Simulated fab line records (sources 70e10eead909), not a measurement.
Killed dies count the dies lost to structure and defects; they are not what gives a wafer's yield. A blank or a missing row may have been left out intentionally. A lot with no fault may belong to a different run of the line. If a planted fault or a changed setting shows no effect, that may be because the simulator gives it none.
A struck lot beside a sound one + flow nand harc + 15 out of 1159 route steps
Sound: wafers L886.1, L886.2, L886.6. Wafers L899.1, L899.3, L899.6 were the ones struck. Last of all comes the cause.
For every step that has rows: the tool of each side, followed by ch and its chambers, followed by its first start. Under that, the readings that differ: sound wafers + struck wafers + difference of the means + sigmas: that difference in standard deviations of wafers without a fault.
alike: a reading whose means differ by less than 2 such deviations, as well as words and numbers matching on both sides. not compared: withheld readings; readings where some wafer has no value; bounds like >300 that might hide an equal value; numbers whose values overlap and for which the record gives no deviation.
The two part at a step that has a row with sigmas, a row that says differs or no value, or rows on one side only. Numbers that don't overlap but have no deviation are shown without sigmas and don't part them. A reading that every wafer of one side lacks parts them only if that side has two wafers or more.

first, 9 steps without rows for these wafers: NHARC_THIN_TSV_PVD_24 (deposits Al, target thk 800 nm); NHARC_THIN_TSV_DEHYDRATE_25 (time 120 s); NHARC_THIN_TSV_HMDS_26 (time 30 s); NHARC_THIN_TSV_COAT_27; NHARC_THIN_TSV_SOFTBAKE_28 (time 95 s); NHARC_THIN_TSV_EBR_29; NHARC_THIN_TSV_EXPOSE_30 (exposes mask PAD); NHARC_THIN_TSV_PEB_31 (peb time 85 s); NHARC_THIN_TSV_DEVELOP_32 (time 70 s).
NHARC_THIN_TSV_CD_MEAS_33: target cd 5000 nm.
  sound on cd sem-03 ch 0, day 19 00:51; struck on cd sem-02 ch 0, day 23 05:09
  alike: cd nm
then, 1 step without rows for these wafers: NHARC_THIN_TSV_HARDBAKE_34 (time 80 s).
NHARC_THIN_TSV_DESCUM_35: chemistry O2, time 3 s.
  sound on rie diel-06 ch 0,1,3, day 19 01:01; struck on rie diel-02 ch 0,1, day 23 05:19
| reading                         | sound          | struck         | difference | sigmas |
|---------------------------------|----------------|----------------|------------|--------|
| showerhead plenum p Torr (Torr) | 2.00 1.93 1.98 | 1.81 1.80 1.80 | -0.17      | -2     |
  alike: drypump motor current A, oes product au, rf vpp V, throttle valve pct
  not compared: rf hours counter h
NHARC_THIN_TSV_ETCH_59: etches the open film in Cl2/BCl3, target depth 880 nm, time 138.1 s.
  sound on rie metal-03 ch 0,1, day 19 01:08; struck on rie metal-03 ch 0, day 23 05:29
| reading               | sound             | struck            | difference | sigmas |
|-----------------------|-------------------|-------------------|------------|--------|
| oes product au (a.u.) | 0.978 0.993 0.989 | 1.007 1.012 1.011 | +0.023     | +3     |
| run length s (s)      | 160.1 159.1 159.8 | 178.9 178.6 178.6 | +19.0      | +39    |
  alike: drypump motor current A, rf fwd power W, throttle valve pct
  not compared: rf hours counter h
NHARC_THIN_TSV_ETCH_36: etches the open film in Cl2/BCl3, target depth 65 nm, time 18.571 s.
  sound on rie metal-03 ch 0,1, day 19 01:24; struck on rie metal-03 ch 0,1, day 23 05:46
  alike: drypump motor current A, oes product au, run length s
  not compared: rf hours counter h
NHARC_END_SORT_01:
  only the struck wafers appear in the record here, on prober-01 ch 0 at day 24 01:46; the sound ones have no rows

WHERE THEY PART
At NHARC_THIN_TSV_DESCUM_35 first; at NHARC_END_SORT_01 last (within this record only).

WHY: whatever the simulator had introduced
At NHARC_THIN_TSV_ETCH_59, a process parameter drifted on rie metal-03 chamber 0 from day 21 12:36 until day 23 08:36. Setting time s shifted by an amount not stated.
